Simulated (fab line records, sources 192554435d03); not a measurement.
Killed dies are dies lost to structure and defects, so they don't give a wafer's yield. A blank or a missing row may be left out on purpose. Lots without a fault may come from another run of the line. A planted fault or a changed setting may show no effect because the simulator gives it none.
One fault seen from 3 desks | flow n5_finfet | each desk has only its own numbers; what lay behind them comes last

THE DEFECT DESK
What the inspections along the route counted, lot by lot: means of the sampled wafers that have a number. A lot is out of limits, marked OUT, if its mean lies more than 4 standard deviations from the usual mean; the brackets give that distance.
Columns: A = raw_defect_count at N5_SD_EPI_P_INSPECT_26, usual 193; B = raw_defect_count at N5_SD_ACTIVATION_INSPECT_02, usual 193
lot  | first seen here | A             | B
L468 | day 3 11:08     | 216           | 211
L469 | day 3 17:57     | 158           | 155
L471 | day 4 07:47     | 177           | 179
L477 | day 5 20:28     | 644 (+11) OUT | 643 (+11) OUT
L478 | day 5 22:23     | 194           | 192
L484 | day 7 07:25     | 200           | 189
L486 | day 8 00:01     | 166           | 173
L488 | day 8 10:38     | 261           | 273
L489 | day 8 21:34     | 271           | 269
L491 | day 9 04:36     | 142           | 141
L490 | day 9 05:32     | 184           | 186
This desk's finding: out of limits on L477; first on L477, day 5 20:28 (raw_defect_count at N5_SD_EPI_P_INSPECT_26). In limits: L468, L469, L471, L478, L484, L486, L488, L489, L491, L490.

THE METROLOGY DESK
What the gauges read, lot by lot, whatever tool the lot ran on: means of the sampled wafers that have a number. A lot is out of limits, marked OUT, if its mean lies more than 4 standard deviations from the usual mean; the brackets give that distance.
Columns: A = thk_nm at N5_SD_EPI_P_EPI_MEAS_23, usual 60.7 nm
lot  | first seen here | A
L468 | day 3 10:58     | 60.6
L469 | day 3 17:47     | 60.3
L471 | day 4 07:37     | 60.2
L477 | day 5 20:17     | 60.7
L478 | day 5 22:13     | 61.6
L484 | day 7 07:14     | 60.6
L486 | day 7 23:49     | 60.9
L488 | day 8 10:28     | 62.1
L489 | day 8 21:23     | 60.9
L491 | day 9 04:25     | 59.7
L490 | day 9 05:22     | 61.5
This desk's finding: nothing out of limits on any of the 11 lots.

THE TOOL OWNER'S DESK: wet_bench-03
The tool's own readings at N5_SD_EPI_P_PRECLEAN_33 (cleans in SC2, time 45 s): means of the sampled wafers that have a number, for each lot that ran on this tool. A lot is out of limits, marked OUT, if its mean lies more than 4 standard deviations from the usual mean; the brackets give that distance.
Columns: A = bath_heat_duty_pct at N5_SD_EPI_P_PRECLEAN_33, usual 3.4 %
lot  | first seen here | A
L468 | day 3 11:05     | 2.9
L471 | day 4 07:44     | 3.5
L477 | day 5 20:24     | 3.0
L490 | day 9 05:29     | 3.4
This desk's finding: nothing out of limits on any of the 4 lots.

PUT TOGETHER
The defect desk could have raised an alarm at day 5 20:28, on L477.
The metrology desk saw nothing out of limits.
The tool owner's desk saw nothing out of limits.
The metrology desk has L477 on record, within its limits.
The tool owner's desk has L477 on record, within its limits.
Of the lots named, all ran N5_SD_EPI_P_PRECLEAN_33 on wet_bench-03.

WHAT THE SIMULATOR HAD PUT IN
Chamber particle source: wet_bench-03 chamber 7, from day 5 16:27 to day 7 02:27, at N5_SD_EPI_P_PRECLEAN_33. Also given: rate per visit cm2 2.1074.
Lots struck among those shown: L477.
Hours from the fault's start to each desk's first reading out of limits: the defect desk, 4.
